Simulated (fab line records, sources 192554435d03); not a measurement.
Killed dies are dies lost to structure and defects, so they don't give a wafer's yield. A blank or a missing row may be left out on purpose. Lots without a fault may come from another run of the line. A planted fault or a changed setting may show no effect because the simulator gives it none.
Chamber matching | flow n5_finfet | N5_BEOL_M0_SAQP_ETCH_102 on rie_si-03: 4 sister chambers
The step etches SiO2 in CF4, target depth 4 nm, time 4.4 s. 8 wafers are shown with their chamber, then 10 later ones without.

WAFERS WITH THEIR CHAMBER
wafer  | chamber | throttle_valve_pct (%) | drypump_motor_current_A (A)
L080.3 | 0       | 21.94                  | 5.36
L085.2 | 0       | 21.93                  | 5.42
L085.3 | 3       | 21.86                  | 6.09
L088.1 | 2       | 21.53                  | 5.81
L088.2 | 1       | 21.67                  | 5.61
L088.4 | 3       | 21.86                  | 6.09
L089.1 | 1       | 21.68                  | 5.61
L089.4 | 2       | 21.53                  | 5.81

WAFERS WITHOUT THEIR CHAMBER
wafer  | throttle_valve_pct (%) | drypump_motor_current_A (A)
L089.6 | 21.55                  | 5.82
L090.1 | 21.84                  | 6.07
L090.3 | 21.94                  | 5.38
L090.6 | 21.65                  | 5.62
L091.1 | 21.53                  | 5.82
L091.2 | 21.92                  | 5.45
L091.3 | 21.67                  | 5.60
L094.2 | 21.68                  | 5.61
L094.5 | 21.93                  | 5.40
L094.6 | 21.86                  | 6.10

WHICH CHAMBER EACH WENT THROUGH
wafer  | from the rows above | in truth
L089.6 | 2                   | 2
L090.1 | 3                   | 3
L090.3 | 0                   | 0
L090.6 | 1                   | 1
L091.1 | 2                   | 2
L091.2 | 0                   | 0
L091.3 | 1                   | 1
L094.2 | 1                   | 1
L094.5 | 0                   | 0
L094.6 | 3                   | 3
Placed correctly: 10 of 10. Can't be placed from these rows: 0. Placed wrongly: 0.
How it was worked out, from the rows above alone: a wafer's distance from a chamber is the root of the sum, over the readings, of the square of ((its reading less the chamber's mean) divided by the reading's scatter). The wafer belongs to the nearest chamber; if the next one is less than 2 further off, it can't be placed. A chamber's mean is the mean of its shown wafers. The scatter: the root of (the sum of the squares of (reading less its chamber's mean) over the shown wafers, divided by (wafers less chambers)).
